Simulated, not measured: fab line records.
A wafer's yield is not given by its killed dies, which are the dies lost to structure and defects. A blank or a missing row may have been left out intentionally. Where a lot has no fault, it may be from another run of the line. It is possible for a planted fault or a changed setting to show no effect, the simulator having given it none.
Which tool did it? :: flow nand harc :: 30 wafers sampled from 10 lots at 1 step of a route of 1302

## WHAT THE GAUGES READ, wafer by wafer
NHARC_P_BONDPAD_OVL_MEAS_38.
lot: L222
measured: day 7 11:11
on: overlay-01
overlay x nm (nm): 4 4 3

lot: L223
measured: day 7 15:09
on: overlay-01
overlay x nm (nm): -5 -5 -5

lot: L224
measured: day 8 09:07
on: overlay-01
overlay x nm (nm): -1 -1 0

lot: L231
measured: day 11 02:35
on: overlay-02
overlay x nm (nm): 16 16 16

lot: L234
measured: day 12 18:55
on: overlay-02
overlay x nm (nm): -6 -5 -5

lot: L235
measured: day 12 19:31
on: overlay-02
overlay x nm (nm): 8 8 7

lot: L240
measured: day 14 22:19
on: overlay-02
overlay x nm (nm): -6 -6 -6

lot: L241
measured: day 15 02:39
on: overlay-02
overlay x nm (nm): -11 -11 -11

lot: L242
measured: day 15 19:03
on: overlay-02
overlay x nm (nm): 3 4 3

lot: L243
measured: day 15 23:08
on: overlay-02
overlay x nm (nm): -1 -1 0

## WHICH TOOL RAN EACH LOT (tool, then ch and the chambers of the sampled wafers, then the start)
Record: no process step prior to these readings.

## THE ANSWER, worked out from the rows above alone
Rule: usual is defined by the lots themselves. The widest of any qualifying gaps counts: lots, ordered by their means at a reading, are off when they make up no more than a third of the lots, leave a main group of 4 or more, and stand apart from it by 3 or more times the standard deviation of that group's means. If all means in a main group match to the digits the tables above print for the reading, that group is not used. Also off: a lot with no number at a reading for which 4 or more lots have one. The other lots that the step has rows for count as sound.
Nothing can be told from this: no lot is off at any reading shown.

## WHAT HAD BEEN PUT IN BY THE SIMULATOR
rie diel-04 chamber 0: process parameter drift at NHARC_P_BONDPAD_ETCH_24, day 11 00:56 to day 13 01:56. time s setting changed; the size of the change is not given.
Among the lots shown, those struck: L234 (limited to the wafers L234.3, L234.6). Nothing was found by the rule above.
